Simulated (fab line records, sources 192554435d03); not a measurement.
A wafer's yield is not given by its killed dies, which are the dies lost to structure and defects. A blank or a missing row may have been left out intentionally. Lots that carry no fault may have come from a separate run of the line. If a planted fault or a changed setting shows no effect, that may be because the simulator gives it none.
Split-lot trial ; flow n5_finfet ; 21 wafers read across 7 lots, on a route 1938 steps long

## THE SPLIT
At N5_BEOL_M5_EXPOSE_25 (exposes mask V4, defocus 10 nm), the setting dose_mj was moved away from the recipe's 52.75 on 7 of the 21 wafers read, by -7.4% to +3.2%. This setting was run at the recipe's value on the other wafers.

## FROM THE SPLIT TO THE READING: what the file shows between them, 2 steps
- N5_BEOL_M5_PEB_26: peb time 60 s
- N5_BEOL_M5_DEVELOP_27: develop time 30 s

## THE READING
cd_nm, in nm, at N5_BEOL_M5_CD_MEAS_28 (target cd 30.6 nm, target cd y 20 nm). Fault-free wafers of this fab line usually give 30.56 nm, standard deviation 0.23 nm.

wafer;tool, chamber at the split;dose_mj as run;against the recipe;cd_nm, nm;against lot-mates on the recipe
L076.2;euv_scanner-02, 0;52.75;recipe;30.52;-
L076.4;euv_scanner-02, 0;50.69;-3.9%;29.52;-1.05
L076.5;euv_scanner-02, 0;52.75;recipe;30.62;-
L083.3;euv_scanner-02, 0;52.75;recipe;30.51;-
L083.4;euv_scanner-02, 0;50.74;-3.8%;29.76;-0.70
L083.5;euv_scanner-02, 0;52.75;recipe;30.41;-
L086.1;euv_scanner-01, 0;52.75;recipe;30.48;-
L086.3;euv_scanner-01, 0;54.45;+3.2%;31.39;+0.91
L086.5;euv_scanner-01, 0;54.45;+3.2%;31.46;+0.98
L089.1;euv_scanner-02, 0;54.36;+3.1%;31.49;+0.59
L089.3;euv_scanner-02, 0;52.75;recipe;30.78;-
L089.4;euv_scanner-02, 0;52.75;recipe;31.01;-
L088.2;euv_scanner-02, 0;48.83;-7.4%;28.41;-1.85
L088.3;euv_scanner-02, 0;52.75;recipe;30.26;-
L088.6;euv_scanner-02, 0;48.83;-7.4%;28.58;-1.68
L085.3;euv_scanner-02, 0;52.75;recipe;30.88;-
L085.4;euv_scanner-02, 0;52.75;recipe;30.49;-
L085.5;euv_scanner-02, 0;52.75;recipe;30.88;-
L095.2;euv_scanner-01, 0;52.75;recipe;30.40;-
L095.3;euv_scanner-01, 0;52.75;recipe;30.71;-
L095.5;euv_scanner-01, 0;52.75;recipe;30.02;-

FIT RESULTS
A straight line over all 21 wafers: cd_nm changes by +0.273 nm for each +1% of dose_mj; r = +0.96; the points scatter about the line by 0.23 nm.
The same after taking each lot's own level away (the mean of its wafers on the recipe; 21 wafers): +0.242 nm for each +1%; r = +0.97; scatter 0.17 nm.
Per that fit: largest dose_mj move, reading shift of 1.8 nm.
Across the lots, their own levels run from 30.260 to 30.895 nm, a range of 2.8 times the standard deviation given above.
Hence the slope depends on the lot-to-lot level, as the two fits are not the same.
Check: with one of the wafers moved furthest among these (-7.4%) left out of the fit, the line predicts -1.74 nm for it against its lot-mates. Against them it came out at -1.85 nm.

## THE WHOLE CHAIN: every reading that the file lists as answering this split, in the file's order
step;what it does;reading;change (the file's fit);r (the file's)
N5_BEOL_M5_CD_MEAS_28;target cd 30.6 nm, target cd y 20 nm;cd_nm;+0.236 nm for each +1% of the setting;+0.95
N5_BEOL_M5_ETCH_75;etches underlayer in N2/H2, target depth 6.5 nm, time 5.2 s;BEOL_M5.cd_nm (the simulator's own value, which no gauge read);+0.257 nm for each +1% of the setting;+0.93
N5_BEOL_M5_ETCH_67;etches SiARC in CF4, target depth 15.6 nm, time 26 s;BEOL_M5.cd_nm (the simulator's own value, which no gauge read);+0.254 nm for each +1% of the setting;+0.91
N5_BEOL_M5_ETCH_68;etches SOC in N2/H2, target depth 80 nm, overetch 16 nm, time 120 s;BEOL_M5.cd_nm (the simulator's own value, which no gauge read);+0.225 nm for each +1% of the setting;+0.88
N5_BEOL_M5_VIA_ETCH_34;etches SiCOH lowk in C4F6/O2, target depth 88.3 nm, time 39.2 s;BEOL_M5.cd_nm (the simulator's own value, which no gauge read);+0.222 nm for each +1% of the setting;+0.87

## THE FILE'S OWN FIT
cd_nm changes by +0.236 nm for each +1% of dose_mj, r = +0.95.
